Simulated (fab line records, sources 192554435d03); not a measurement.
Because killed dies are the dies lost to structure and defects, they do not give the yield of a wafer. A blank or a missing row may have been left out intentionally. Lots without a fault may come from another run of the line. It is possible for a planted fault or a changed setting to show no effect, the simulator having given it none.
fab line records + flow n5-finfet + part 1 of 2: steps 1 to 3 of 6
record
- lots=20
- wafers=60
- last-day=17
route steps=1938 shown BEOL_M1@775 BEOL_M2@843
lots with no fault: from the same line, run without faults
start-h: hours from the record's opening day to when the first of the lot's shown wafers began + wait-h: hours since the lot's step before + " same as the row above + L1.1+2: one row covering several wafers at once + - either no value or no given start + * or withheld: withheld + < > ~ a bound
route shown NAME@n: names a module that has steps shown in the file, with the first one's number in the route + usual: mean/standard deviation taken from wafers without a fault + same: alike in all rows + chamber/n: place in a boat + sites: per-site readings + _std_site: the standard deviation of these + _edge_site: outer sites' mean less inner sites' + radius-mm: for every site, how far away it sits from the centre of the wafer + mask NAME#n: copy n + behind: the tool/chamber that last shaped the wafer + hold: why the lot was held/for how many hours/how that ended + device: which transistor (n, p or np) failed to switch + end of line: the tests these same wafers got at the end of their route + step lacking rows: just its recipe + killed: dies that structure and defects cost at the first sort, which is not the same as the wafer's yield + map: dies across one wafer; x = killed, . = not, _ = none there
set.NAME: the setting the step ran with; set.NAME@STEP: the setting that earlier step ran with + model.NAME: the simulator's own value behind a step, which no gauge read
route steps across a sampled set of lots; one table per step, one row per wafer
services: when a tool's chamber went out of use (start-h, in hours from the record's first day, below 0 if earlier), for how many hours, and the reason
## steps
# step N5_BEOL_M1_STRIP_19
# recipe
- chemistry=O2
- power-w=400
- temp-c=40
- pressure-mtorr=30
- rf-frequency-hz=6e+07
- bias-power-w=0
- overash-fraction=0.2
- o2-flow-sccm=225
# usual
- drypump-motor-current-A=5.8/0.52
- o2-flow-sccm=224.9/0.62
- oes-product-au=0.75/0.073
- rf-vpp-V=3.7/0.47
- showerhead-plenum-p-Torr=2.09/0.066
- throttle-valve-pct=16.83/0.23
# same
- bias-power-w=0
| lot.wafer | tool        | chamber | start-h | wait-h | drypump-motor-current-A | o2-flow-sccm | oes-product-au | rf-hours-counter-h | rf-vpp-V | showerhead-plenum-p-Torr | throttle-valve-pct |
|-----------|-------------|---------|---------|--------|-------------------------|--------------|----------------|--------------------|----------|--------------------------|--------------------|
| L074.1    | rie-diel-02 | 3       | 131.27  | 0.1    | 4.7                     | 224.5        | 0.75           | 169                | 4.2      | 2.10                     | 16.88              |
| L074.4    | "           | 0       | "       | "      | 6.0                     | 225.0        | 0.72           | 200                | 4.4      | 2.08                     | 17.05              |
| L074.5    | "           | 0       | "       | "      | 6.1                     | 224.5        | 0.73           | -                  | 4.4      | 2.08                     | 17.05              |
| L075.3    | rie-diel-05 | 2       | 136.99  | 0.2    | 5.5                     | 225.3        | 0.70           | 229                | 4.7      | 2.06                     | 16.65              |
| L075.5    | "           | 3       | "       | "      | 5.6                     | 224.8        | 0.73           | -                  | 3.5      | 2.08                     | 17.16              |
| L075.6    | "           | 0       | "       | "      | 5.4                     | 225.6        | 0.69           | -                  | 3.6      | 2.08                     | 16.81              |
| L076.1    | rie-diel-05 | 2       | 137.34  | 0.2    | 5.5                     | 224.7        | 0.72           | 230                | 3.0      | 2.06                     | 16.65              |
| L076.3    | "           | 0       | "       | "      | 5.4                     | 225.2        | 0.70           | 202                | 3.6      | 2.07                     | 16.80              |
| L076.5    | "           | 1       | "       | "      | 6.7                     | 224.9        | 0.71           | -                  | 3.5      | 2.08                     | 16.89              |
| L078.1    | rie-diel-02 | 2       | 149.21  | 0.1    | 5.6                     | 225.2        | 0.77           | 127                | 3.8      | 2.12                     | 16.51              |
| L078.4    | "           | 2       | "       | "      | 5.6                     | 224.6        | 0.78           | -                  | 3.9      | 2.12                     | 16.48              |
| L078.5    | "           | 0       | "       | "      | 6.0                     | 226.3        | 0.72           | -                  | 4.0      | 2.07                     | 17.06              |
| L077.1    | rie-diel-04 | 1       | 158.16  | 0.2    | 6.6                     | 224.7        | 0.78           | 154                | 3.2      | 2.01                     | 16.81              |
| L077.5    | "           | 3       | "       | "      | 5.7                     | 224.5        | 0.70           | -                  | 3.2      | 1.98                     | 17.05              |
| L077.6    | "           | 0       | "       | "      | 6.1                     | 225.0        | 0.73           | -                  | 4.7      | 2.09                     | 16.83              |
| L079.2    | rie-diel-04 | 2       | 158.89  | 0.1    | 5.5                     | 224.4        | 0.76           | 162                | 3.5      | 2.19                     | 16.76              |
| L079.4    | "           | 3       | "       | "      | 5.7                     | 226.7        | 0.69           | 234                | 4.2      | 1.98                     | 17.06              |
| L079.6    | "           | 3       | "       | "      | 5.7                     | 225.3        | 0.70           | -                  | 3.3      | 1.98                     | 17.06              |
| L080.1    | rie-diel-05 | 2       | 163.49  | 0.1    | 5.5                     | 224.3        | 0.69           | 237                | 3.5      | 2.06                     | 16.66              |
| L080.2    | "           | 0       | "       | "      | 5.4                     | 225.9        | 0.70           | 210                | 3.6      | 2.07                     | 16.81              |
| L080.5    | "           | 3       | "       | "      | 5.6                     | 225.2        | 0.72           | -                  | 4.1      | 2.08                     | 17.18              |
| L081.1    | rie-diel-05 | 1       | 167.25  | 0.1    | 6.7                     | 225.0        | 0.70           | 204                | 3.2      | 2.07                     | 16.91              |
| L081.2    | "           | 3       | "       | "      | 5.6                     | 225.6        | 0.71           | 196                | 3.4      | 2.08                     | 17.18              |
| L081.5    | "           | 0       | "       | "      | 5.4                     | 224.6        | 0.69           | -                  | 4.3      | 2.07                     | 16.82              |
| L082.2    | rie-diel-02 | 2       | 172.87  | 0.1    | 5.6                     | 224.6        | 0.76           | 135                | 3.9      | 2.11                     | 16.51              |
| L082.4    | "           | 1       | "       | "      | 5.9                     | 223.5        | 0.96           | 5                  | 4.3      | 2.23                     | 16.20              |
| L082.5    | "           | 3       | "       | "      | 4.8                     | 224.2        | 0.73           | -                  | 2.8      | 2.09                     | 16.90              |
| L083.1    | rie-diel-05 | 3       | 177.21  | 0.1    | 5.6                     | 225.3        | 0.71           | 199                | 4.5      | 2.08                     | 17.17              |
| L083.2    | "           | 1       | "       | "      | 6.7                     | 224.6        | 0.70           | 206                | 2.7      | 2.07                     | 16.92              |
| L083.5    | "           | 1       | "       | "      | 6.7                     | 225.9        | 0.70           | -                  | 4.3      | 2.07                     | 16.92              |
| L085.2    | rie-diel-04 | 1       | 193.44  | 0.1    | 6.5                     | 224.8        | 0.77           | 164                | 3.3      | 2.01                     | 16.83              |
| L085.5    | "           | 3       | "       | "      | 5.7                     | 224.5        | 0.69           | -                  | 3.8      | 1.98                     | 17.08              |
| L085.6    | "           | 0       | "       | "      | 6.1                     | 224.1        | 0.72           | -                  | 3.6      | 2.09                     | 16.86              |
| L087.3    | rie-diel-02 | 3       | 196.04  | 0.1    | 4.8                     | 225.3        | 0.74           | 190                | 3.9      | 2.09                     | 16.92              |
| L087.5    | "           | 1       | "       | "      | 5.9                     | 224.2        | 0.94           | -                  | 4.2      | 2.23                     | 16.22              |
| L087.6    | "           | 0       | "       | "      | 6.0                     | 225.6        | 0.71           | -                  | 3.3      | 2.07                     | 17.08              |
| L089.1    | rie-diel-02 | 1       | 212.63  | 0.1    | 5.9                     | 224.6        | 0.92           | 18                 | 4.0      | 2.22                     | 16.22              |
| L089.4    | "           | 0       | "       | "      | 6.0                     | 225.3        | 0.70           | -                  | 3.9      | 2.07                     | 17.10              |
| L089.6    | "           | 1       | "       | "      | 5.9                     | 225.5        | 0.93           | -                  | 3.7      | 2.22                     | 16.23              |
| L090.1    | rie-diel-04 | 1       | 220.64  | 0.1    | 6.7                     | 224.4        | 0.75           | 172                | 3.4      | 2.01                     | 16.83              |
| L090.4    | "           | 0       | "       | "      | 6.1                     | 224.7        | 0.71           | -                  | 3.7      | 2.09                     | 16.86              |
| L090.5    | "           | 1       | "       | "      | 6.6                     | 225.2        | 0.75           | -                  | 3.5      | 2.01                     | 16.84              |
| L091.1    | rie-diel-02 | 2       | 223.68  | 0.1    | 5.6                     | 225.0        | 0.74           | 148                | 3.1      | 2.11                     | 16.53              |
| L091.4    | "           | 0       | "       | "      | 6.0                     | 224.8        | 0.70           | 226                | 5.0      | 2.07                     | 17.10              |
| L091.5    | "           | 3       | "       | "      | 4.8                     | 225.4        | 0.72           | -                  | 4.0      | 2.08                     | 16.95              |
| L092.1    | rie-diel-02 | 3       | 231.62  | 0.1    | 4.7                     | 224.6        | 0.72           | 203                | 3.6      | 2.08                     | 16.93              |
| L092.4    | "           | 2       | "       | "      | 5.6                     | 225.1        | 0.74           | 151                | 3.8      | 2.11                     | 16.54              |
| L092.5    | "           | 0       | "       | "      | 6.0                     | 225.7        | 0.70           | -                  | 3.1      | 2.07                     | 17.09              |
| L093.1    | rie-diel-04 | 0       | 235.14  | 0.1    | 6.1                     | 224.2        | 0.71           | 198                | 3.1      | 2.08                     | 16.87              |
| L093.4    | "           | 2       | "       | "      | 5.5                     | 225.7        | 0.74           | 187                | 3.3      | 2.18                     | 16.81              |
| L093.6    | "           | 2       | "       | "      | 5.5                     | 225.6        | 0.75           | -                  | 3.6      | 2.18                     | 16.79              |
| L095.3    | rie-diel-04 | 3       | 248.61  | 0.1    | 5.6                     | 224.6        | 0.96           | 7                  | 3.5      | 2.23                     | 16.66              |
| L095.5    | "           | 1       | "       | "      | 6.6                     | 225.5        | 0.75           | -                  | 5.0      | 2.00                     | 16.86              |
| L095.6    | "           | 0       | "       | "      | 6.1                     | 225.1        | 0.71           | -                  | 4.6      | 2.08                     | 16.88              |
| L094.1    | rie-diel-05 | 2       | 251.42  | 0.1    | 5.5                     | 226.4        | 0.94           | 7                  | 3.2      | 2.05                     | 16.23              |
| L094.5    | "           | 1       | "       | "      | 6.7                     | 225.5        | 0.69           | -                  | 3.2      | 2.06                     | 16.95              |
| L094.6    | "           | 0       | "       | "      | 5.4                     | 224.0        | 0.68           | -                  | 4.2      | 2.06                     | 16.85              |
| L096.1    | rie-diel-04 | 0       | 257.25  | 0.1    | 6.1                     | 225.2        | 0.72           | 206                | 4.0      | 2.08                     | 16.88              |
| L096.3    | "           | 3       | "       | "      | 5.7                     | 225.3        | 0.96           | 9                  | 3.3      | 2.23                     | 16.63              |
| L096.5    | "           | 3       | "       | "      | 5.6                     | 224.3        | 0.96           | -                  | 3.7      | 2.23                     | 16.64              |
# step N5_BEOL_M1_DESCUM_33
# recipe
- chemistry=O2
- time-s=7
- source-power-w=50
- bias-power-w=20
- pressure-mtorr=20
- rf-frequency-hz=2.712e+07
- temp-c=40
- resist=CAR-EUV
- o2-flow-sccm=225
# usual
- bias-power-w=20.00/0.057
- drypump-motor-current-A=5.7/0.55
- o2-flow-sccm=225.0/0.64
- oes-product-au=0.75/0.077
- rf-vpp-V=243.2/1.3
- showerhead-plenum-p-Torr=2.09/0.063
- throttle-valve-pct=20.52/0.26
| lot.wafer | tool        | chamber | start-h | wait-h | bias-power-w | drypump-motor-current-A | o2-flow-sccm | oes-product-au | rf-hours-counter-h | rf-vpp-V | showerhead-plenum-p-Torr | throttle-valve-pct |
|-----------|-------------|---------|---------|--------|--------------|-------------------------|--------------|----------------|--------------------|----------|--------------------------|--------------------|
| L074.1    | rie-diel-05 | 1       | 131.78  | 0.0    | 20.09        | 6.7                     | 225.0        | 0.71           | 193                | 242.9    | 2.07                     | 20.64              |
| L074.4    | "           | 2       | "       | "      | 20.08        | 5.5                     | 225.2        | 0.71           | 228                | 243.9    | 2.06                     | 20.35              |
| L074.5    | "           | 2       | "       | "      | 20.10        | 5.5                     | 224.7        | 0.71           | -                  | 242.8    | 2.06                     | 20.34              |
| L075.3    | rie-diel-05 | 1       | 138.12  | 0.7    | 20.04        | 6.8                     | 225.4        | 0.71           | 195                | 243.5    | 2.07                     | 20.64              |
| L075.5    | "           | 3       | "       | "      | 19.98        | 5.6                     | 224.3        | 0.73           | -                  | 243.1    | 2.08                     | 20.92              |
| L075.6    | "           | 2       | "       | "      | 20.12        | 5.5                     | 225.8        | 0.71           | -                  | 242.2    | 2.06                     | 20.34              |
| L076.1    | rie-diel-02 | 0       | 138.17  | 0.3    | 20.02        | 6.0                     | 225.5        | 0.72           | 202                | 243.3    | 2.07                     | 20.82              |
| L076.3    | "           | 3       | "       | "      | 20.00        | 4.7                     | 224.9        | 0.75           | 171                | 242.7    | 2.09                     | 20.64              |
| L076.5    | "           | 0       | "       | "      | 19.99        | 6.0                     | 225.0        | 0.72           | -                  | 243.2    | 2.07                     | 20.80              |
| L078.1    | rie-diel-05 | 2       | 149.72  | 0.0    | 20.01        | 5.5                     | 226.0        | 0.71           | 233                | 242.2    | 2.06                     | 20.36              |
| L078.4    | "           | 1       | "       | "      | 19.98        | 6.8                     | 224.9        | 0.71           | 198                | 243.5    | 2.07                     | 20.65              |
| L078.5    | "           | 1       | "       | "      | 19.87        | 6.7                     | 224.7        | 0.71           | -                  | 241.8    | 2.07                     | 20.63              |
| L077.1    | rie-diel-05 | 3       | 158.70  | 0.1    | 19.94        | 5.6                     | 225.9        | 0.72           | 194                | 241.8    | 2.08                     | 20.93              |
| L077.5    | "           | 2       | "       | "      | 19.94        | 5.5                     | 223.9        | 0.71           | -                  | 242.5    | 2.06                     | 20.35              |
| L077.6    | "           | 3       | "       | "      | 20.05        | 5.6                     | 225.0        | 0.72           | -                  | 242.9    | 2.08                     | 20.94              |
| L079.2    | rie-diel-04 | 2       | 159.41  | 0.0    | 19.99        | 5.5                     | 225.8        | 0.77           | 162                | 245.0    | 2.18                     | 20.52              |
| L079.4    | "           | 3       | "       | "      | 20.06        | 5.7                     | 224.5        | 0.69           | 234                | 240.5    | 1.98                     | 20.81              |
| L079.6    | "           | 1       | "       | "      | 20.06        | 6.6                     | 224.9        | 0.77           | -                  | 241.1    | 2.01                     | 20.57              |
| L080.1    | rie-diel-05 | 2       | 164.14  | 0.0    | 19.99        | 5.5                     | 225.2        | 0.70           | 238                | 242.5    | 2.06                     | 20.36              |
| L080.2    | "           | 0       | "       | "      | 19.92        | 5.4                     | 225.9        | 0.69           | 210                | 242.6    | 2.07                     | 20.54              |
| L080.5    | "           | 1       | "       | "      | 19.99        | 6.7                     | 225.0        | 0.71           | -                  | 242.6    | 2.07                     | 20.65              |
| L081.1    | rie-diel-02 | 2       | 167.89  | 0.0    | 20.03        | 5.6                     | 225.0        | 0.76           | 133                | 241.4    | 2.11                     | 20.24              |
| L081.2    | "           | 1       | "       | "      | 19.90        | 5.9                     | 225.0        | 0.97           | 4                  | 246.4    | 2.23                     | 19.99              |
| L081.5    | "           | 2       | "       | "      | 19.97        | 5.6                     | 223.9        | 0.76           | -                  | 243.6    | 2.11                     | 20.25              |
| L082.2    | rie-diel-04 | 0       | 173.39  | 0.0    | 20.03        | 6.1                     | 225.8        | 0.73           | 178                | 242.5    | 2.09                     | 20.55              |
| L082.4    | "           | 2       | "       | "      | 19.93        | 5.5                     | 223.2        | 0.76           | 166                | 243.4    | 2.18                     | 20.49              |
| L082.5    | "           | 0       | "       | "      | 20.00        | 6.1                     | 224.9        | 0.72           | -                  | 243.6    | 2.09                     | 20.59              |
| L083.1    | rie-diel-02 | 2       | 177.84  | 0.0    | 19.99        | 5.6                     | 224.9        | 0.76           | 136                | 243.4    | 2.11                     | 20.26              |
| L083.2    | "           | 0       | "       | "      | 19.90        | 6.0                     | 225.8        | 0.71           | 215                | 241.6    | 2.07                     | 20.81              |
| L083.5    | "           | 2       | "       | "      | 20.01        | 5.6                     | 225.1        | 0.75           | -                  | 244.1    | 2.11                     | 20.26              |
| L085.2    | rie-diel-04 | 3       | 193.95  | 0.0    | 20.01        | 5.6                     | 225.7        | 0.69           | 245                | 240.6    | 1.97                     | 20.82              |
| L085.5    | "           | 1       | "       | "      | 19.96        | 6.5                     | 225.5        | 0.77           | -                  | 240.4    | 2.01                     | 20.59              |
| L085.6    | "           | 0       | "       | "      | 19.97        | 6.1                     | 224.6        | 0.72           | -                  | 243.8    | 2.08                     | 20.60              |
| L087.3    | rie-diel-04 | 3       | 196.55  | 0.0    | 20.02        | 5.6                     | 226.1        | 0.69           | 245                | 241.8    | 1.97                     | 20.82              |
| L087.5    | "           | 0       | "       | "      | 20.07        | 6.1                     | 223.6        | 0.72           | -                  | 242.5    | 2.08                     | 20.58              |
| L087.6    | "           | 1       | "       | "      | 20.01        | 6.6                     | 223.5        | 0.76           | -                  | 241.9    | 2.00                     | 20.61              |
| L089.1    | rie-diel-04 | 0       | 213.14  | 0.0    | 20.00        | 6.1                     | 225.6        | 0.72           | 191                | 241.5    | 2.08                     | 20.60              |
| L089.4    | "           | 1       | "       | "      | 20.00        | 6.7                     | 224.5        | 0.76           | -                  | 242.0    | 2.00                     | 20.61              |
| L089.6    | "           | 2       | "       | "      | 20.12        | 5.5                     | 225.8        | 0.75           | -                  | 244.6    | 2.18                     | 20.53              |
| L090.1    | rie-diel-02 | 3       | 221.16  | 0.0    | 20.05        | 4.7                     | 224.7        | 0.72           | 200                | 244.0    | 2.08                     | 20.69              |
| L090.4    | "           | 1       | "       | "      | 19.89        | 5.9                     | 224.6        | 0.92           | 20                 | 246.3    | 2.22                     | 20.01              |
| L090.5    | "           | 2       | "       | "      | 20.03        | 5.6                     | 225.6        | 0.74           | -                  | 244.0    | 2.11                     | 20.28              |
| L091.1    | rie-diel-02 | 3       | 224.58  | 0.3    | 19.93        | 4.7                     | 224.8        | 0.72           | 201                | 242.4    | 2.08                     | 20.68              |
| L091.4    | "           | 2       | "       | "      | 20.12        | 5.6                     | 225.9        | 0.75           | 148                | 243.5    | 2.10                     | 20.29              |
| L091.5    | "           | 2       | "       | "      | 20.08        | 5.6                     | 224.6        | 0.74           | -                  | 243.2    | 2.10                     | 20.27              |
| L092.1    | rie-diel-02 | 1       | 232.13  | 0.0    | 19.97        | 5.9                     | 225.1        | 0.92           | 24                 | 245.2    | 2.22                     | 20.00              |
| L092.4    | "           | 2       | "       | "      | 19.93        | 5.6                     | 225.5        | 0.74           | 151                | 243.2    | 2.10                     | 20.28              |
| L092.5    | "           | 1       | "       | "      | 19.97        | 5.9                     | 225.4        | 0.91           | -                  | 246.1    | 2.22                     | 20.01              |
| L093.1    | rie-diel-04 | 0       | 235.78  | 0.0    | 19.86        | 6.1                     | 225.5        | 0.70           | 198                | 243.0    | 2.08                     | 20.62              |
| L093.4    | "           | 2       | "       | "      | 20.02        | 5.5                     | 224.4        | 0.74           | 187                | 245.4    | 2.17                     | 20.55              |
| L093.6    | "           | 2       | "       | "      | 19.98        | 5.5                     | 224.8        | 0.74           | -                  | 243.9    | 2.17                     | 20.55              |
| L095.3    | rie-diel-05 | 2       | 249.12  | 0.0    | 19.96        | 5.5                     | 226.0        | 0.93           | 7                  | 243.3    | 2.05                     | 20.02              |
| L095.5    | "           | 2       | "       | "      | 19.93        | 5.5                     | 225.6        | 0.93           | -                  | 242.4    | 2.05                     | 20.01              |
| L095.6    | "           | 3       | "       | "      | 19.99        | 5.6                     | 224.5        | 0.70           | -                  | 242.3    | 2.07                     | 20.96              |
| L094.1    | rie-diel-04 | 2       | 251.94  | 0.0    | 20.01        | 5.5                     | 224.1        | 0.74           | 191                | 244.6    | 2.17                     | 20.53              |
| L094.5    | "           | 0       | "       | "      | 20.00        | 6.1                     | 224.5        | 0.70           | -                  | 243.0    | 2.08                     | 20.61              |
| L094.6    | "           | 1       | "       | "      | 19.92        | 6.6                     | 225.2        | 0.74           | -                  | 240.1    | 2.00                     | 20.63              |
| L096.1    | rie-diel-02 | 1       | 257.78  | 0.0    | 20.02        | 5.9                     | 225.2        | 0.90           | 31                 | 245.2    | 2.21                     | 20.03              |
| L096.3    | "           | 3       | "       | "      | 19.98        | 4.8                     | 226.4        | 0.72           | 211                | 242.8    | 2.08                     | 20.70              |
| L096.5    | "           | 3       | "       | "      | 19.98        | 4.8                     | 225.8        | 0.71           | -                  | 243.2    | 2.08                     | 20.71              |
# step N5_BEOL_M1_ETCH_69
# recipe
- chemistry=CF4
- target=SiARC
- target-depth-a=156
- mask-material=CAR-EUV
- time-s=26
- ion-energy-ev=80
- pressure-mtorr=40
- source-w=545
- bias-w=36
- Ar_flow_sccm=100
- cf4-flow-sccm=100
- ends=cleared
# usual
- drypump-motor-current-A=5.7/0.54
- etch-rf-on-time-s=26.0/0.38
- mfc-ar-sccm=100.0/0.34
- oes-product-au=0.64/0.067
- rf-vpp-V=184.0/1.1
- showerhead-plenum-p-Torr=2.14/0.064
- throttle-valve-pct=15.73/0.26
| lot.wafer | tool        | chamber | start-h | wait-h | drypump-motor-current-A | etch-rf-on-time-s | mfc-ar-sccm | oes-product-au | rf-hours-counter-h | rf-vpp-V | showerhead-plenum-p-Torr | throttle-valve-pct |
|-----------|-------------|---------|---------|--------|-------------------------|-------------------|-------------|----------------|--------------------|----------|--------------------------|--------------------|
| L074.1    | rie-diel-05 | 1       | 131.83  | 0.0    | 6.7                     | 25.7              | 100.3       | 0.62           | 193                | 184.2    | 2.13                     | 15.87              |
| L074.4    | "           | 2       | "       | "      | 5.5                     | 26.3              | 100.7       | 0.61           | 228                | 183.8    | 2.11                     | 15.63              |
| L074.5    | "           | 2       | "       | "      | 5.5                     | 26.7              | 100.3       | 0.60           | -                  | 182.3    | 2.11                     | 15.62              |
| L075.3    | rie-diel-05 | 1       | 138.17  | 0.0    | 6.7                     | 25.7              | 100.2       | 0.61           | 195                | 184.1    | 2.13                     | 15.87              |
| L075.5    | "           | 3       | "       | "      | 5.6                     | 26.9              | 100.1       | 0.61           | -                  | 184.2    | 2.12                     | 16.09              |
| L075.6    | "           | 2       | "       | "      | 5.5                     | 26.4              | 100.6       | 0.60           | -                  | 183.9    | 2.11                     | 15.63              |
| L076.1    | rie-diel-02 | 0       | 138.22  | 0.0    | 6.0                     | 26.5              | 99.7        | 0.61           | 202                | 184.3    | 2.12                     | 16.00              |
| L076.3    | "           | 3       | "       | "      | 4.8                     | 26.2              | 100.3       | 0.63           | 171                | 185.1    | 2.14                     | 15.84              |
| L076.5    | "           | 0       | "       | "      | 6.0                     | 26.8              | 99.9        | 0.61           | -                  | 183.2    | 2.12                     | 15.98              |
| L078.1    | rie-diel-05 | 2       | 149.77  | 0.0    | 5.5                     | 26.4              | 100.4       | 0.60           | 233                | 183.0    | 2.11                     | 15.64              |
| L078.4    | "           | 1       | "       | "      | 6.8                     | 25.6              | 99.9        | 0.61           | 198                | 183.2    | 2.13                     | 15.89              |
| L078.5    | "           | 1       | "       | "      | 6.7                     | 25.5              | 99.8        | 0.62           | -                  | 183.5    | 2.13                     | 15.89              |
| L077.1    | rie-diel-05 | 3       | 158.75  | 0.0    | 5.6                     | 27.0              | 100.6       | 0.61           | 194                | 183.7    | 2.12                     | 16.11              |
| L077.5    | "           | 2       | "       | "      | 5.5                     | 26.2              | 100.2       | 0.60           | -                  | 184.4    | 2.11                     | 15.61              |
| L077.6    | "           | 3       | "       | "      | 5.6                     | 26.9              | 100.6       | 0.61           | -                  | 184.5    | 2.12                     | 16.09              |
| L079.2    | rie-diel-04 | 2       | 159.46  | 0.0    | 5.5                     | 25.6              | 99.9        | 0.66           | 162                | 186.2    | 2.23                     | 15.70              |
| L079.4    | "           | 3       | "       | "      | 5.6                     | 25.7              | 100.0       | 0.59           | 234                | 182.3    | 2.03                     | 16.01              |
| L079.6    | "           | 1       | "       | "      | 6.6                     | 25.3              | 100.1       | 0.67           | -                  | 183.4    | 2.06                     | 15.74              |
| L080.1    | rie-diel-05 | 2       | 164.19  | 0.0    | 5.5                     | 26.7              | 100.2       | 0.59           | 238                | 182.8    | 2.11                     | 15.65              |
| L080.2    | "           | 0       | "       | "      | 5.4                     | 26.3              | 100.1       | 0.59           | 210                | 183.2    | 2.12                     | 15.79              |
| L080.5    | "           | 1       | "       | "      | 6.6                     | 25.6              | 100.2       | 0.61           | -                  | 183.6    | 2.13                     | 15.89              |
| L081.1    | rie-diel-02 | 2       | 167.94  | 0.0    | 5.6                     | 25.9              | 100.1       | 0.65           | 133                | 183.4    | 2.15                     | 15.42              |
| L081.2    | "           | 1       | "       | "      | 5.9                     | 25.9              | 100.3       | 0.83           | 4                  | 184.4    | 2.29                     | 15.22              |
| L081.5    | "           | 2       | "       | "      | 5.6                     | 26.0              | 100.3       | 0.65           | -                  | 184.4    | 2.15                     | 15.41              |
| L082.2    | rie-diel-04 | 0       | 173.44  | 0.0    | 6.1                     | 26.3              | 99.9        | 0.61           | 178                | 183.4    | 2.14                     | 15.79              |
| L082.4    | "           | 2       | "       | "      | 5.5                     | 26.2              | 100.1       | 0.65           | 166                | 184.5    | 2.22                     | 15.71              |
| L082.5    | "           | 0       | "       | "      | 6.1                     | 26.4              | 99.4        | 0.61           | -                  | 185.2    | 2.14                     | 15.79              |
| L083.1    | rie-diel-02 | 2       | 177.90  | 0.0    | 5.6                     | 25.6              | 99.9        | 0.65           | 136                | 183.8    | 2.15                     | 15.42              |
| L083.2    | "           | 0       | "       | "      | 6.0                     | 26.1              | 99.9        | 0.60           | 215                | 183.0    | 2.12                     | 16.03              |
| L083.5    | "           | 2       | "       | "      | 5.6                     | 25.8              | 100.1       | 0.65           | -                  | 185.9    | 2.15                     | 15.41              |
| L085.2    | rie-diel-04 | 3       | 194.01  | 0.0    | 5.6                     | 26.1              | 99.9        | 0.59           | 245                | 183.4    | 2.03                     | 16.05              |
| L085.5    | "           | 1       | "       | "      | 6.6                     | 25.7              | 99.8        | 0.64           | -                  | 183.2    | 2.06                     | 15.77              |
| L085.6    | "           | 0       | "       | "      | 6.1                     | 26.4              | 100.1       | 0.61           | -                  | 183.2    | 2.13                     | 15.79              |
| L087.3    | rie-diel-04 | 3       | 196.60  | 0.0    | 5.7                     | 26.3              | 99.7        | 0.59           | 245                | 184.4    | 2.03                     | 16.04              |
| L087.5    | "           | 0       | "       | "      | 6.1                     | 26.4              | 99.9        | 0.61           | -                  | 183.3    | 2.13                     | 15.79              |
| L087.6    | "           | 1       | "       | "      | 6.6                     | 26.0              | 99.8        | 0.65           | -                  | 183.3    | 2.06                     | 15.77              |
| L089.1    | rie-diel-04 | 0       | 213.20  | 0.0    | 6.1                     | 26.1              | 99.7        | 0.60           | 191                | 185.0    | 2.13                     | 15.81              |
| L089.4    | "           | 1       | "       | "      | 6.6                     | 25.8              | 100.6       | 0.65           | -                  | 182.8    | 2.06                     | 15.76              |
| L089.6    | "           | 2       | "       | "      | 5.5                     | 25.9              | 98.9        | 0.64           | -                  | 184.9    | 2.22                     | 15.74              |
| L090.1    | rie-diel-02 | 3       | 221.21  | 0.0    | 4.8                     | 25.9              | 100.2       | 0.63           | 200                | 183.5    | 2.13                     | 15.88              |
| L090.4    | "           | 1       | "       | "      | 5.9                     | 25.6              | 100.0       | 0.79           | 20                 | 185.7    | 2.28                     | 15.27              |
| L090.5    | "           | 2       | "       | "      | 5.6                     | 25.7              | 100.4       | 0.64           | -                  | 184.1    | 2.14                     | 15.44              |
| L091.1    | rie-diel-02 | 3       | 224.63  | 0.0    | 4.8                     | 25.9              | 100.1       | 0.62           | 201                | 184.2    | 2.13                     | 15.88              |
| L091.4    | "           | 2       | "       | "      | 5.6                     | 26.2              | 99.7        | 0.63           | 148                | 183.8    | 2.14                     | 15.45              |
| L091.5    | "           | 2       | "       | "      | 5.6                     | 26.2              | 99.6        | 0.63           | -                  | 184.6    | 2.14                     | 15.44              |
| L092.1    | rie-diel-02 | 1       | 232.18  | 0.0    | 5.9                     | 25.7              | 100.7       | 0.78           | 24                 | 185.1    | 2.28                     | 15.27              |
| L092.4    | "           | 2       | "       | "      | 5.6                     | 26.1              | 100.1       | 0.63           | 151                | 184.5    | 2.14                     | 15.46              |
| L092.5    | "           | 1       | "       | "      | 5.9                     | 25.8              | 99.8        | 0.78           | -                  | 183.6    | 2.28                     | 15.27              |
| L093.1    | rie-diel-04 | 0       | 235.83  | 0.0    | 6.1                     | 25.9              | 100.1       | 0.61           | 198                | 183.1    | 2.13                     | 15.82              |
| L093.4    | "           | 2       | "       | "      | 5.5                     | 26.0              | 100.0       | 0.63           | 187                | 184.3    | 2.22                     | 15.74              |
| L093.6    | "           | 2       | "       | "      | 5.5                     | 25.7              | 99.7        | 0.64           | -                  | 184.7    | 2.22                     | 15.74              |
| L095.3    | rie-diel-05 | 2       | 249.17  | 0.0    | 5.5                     | 26.1              | 99.8        | 0.80           | 7                  | 182.7    | 2.10                     | 15.18              |
| L095.5    | "           | 2       | "       | "      | 5.5                     | 25.7              | 100.0       | 0.79           | -                  | 183.6    | 2.10                     | 15.20              |
| L095.6    | "           | 3       | "       | "      | 5.6                     | 26.9              | 99.9        | 0.59           | -                  | 183.2    | 2.11                     | 16.15              |
| L094.1    | rie-diel-04 | 2       | 251.99  | 0.0    | 5.5                     | 25.8              | 99.5        | 0.63           | 191                | 186.4    | 2.22                     | 15.74              |
| L094.5    | "           | 0       | "       | "      | 6.1                     | 26.2              | 100.0       | 0.60           | -                  | 183.4    | 2.13                     | 15.83              |
| L094.6    | "           | 1       | "       | "      | 6.6                     | 25.6              | 100.3       | 0.64           | -                  | 184.6    | 2.05                     | 15.82              |
| L096.1    | rie-diel-02 | 1       | 257.84  | 0.0    | 5.9                     | 25.9              | 99.8        | 0.77           | 31                 | 185.9    | 2.28                     | 15.28              |
| L096.3    | "           | 3       | "       | "      | 4.7                     | 25.7              | 99.9        | 0.61           | 211                | 182.5    | 2.13                     | 15.90              |
| L096.5    | "           | 3       | "       | "      | 4.8                     | 25.9              | 100.0       | 0.61           | -                  | 184.4    | 2.13                     | 15.91              |
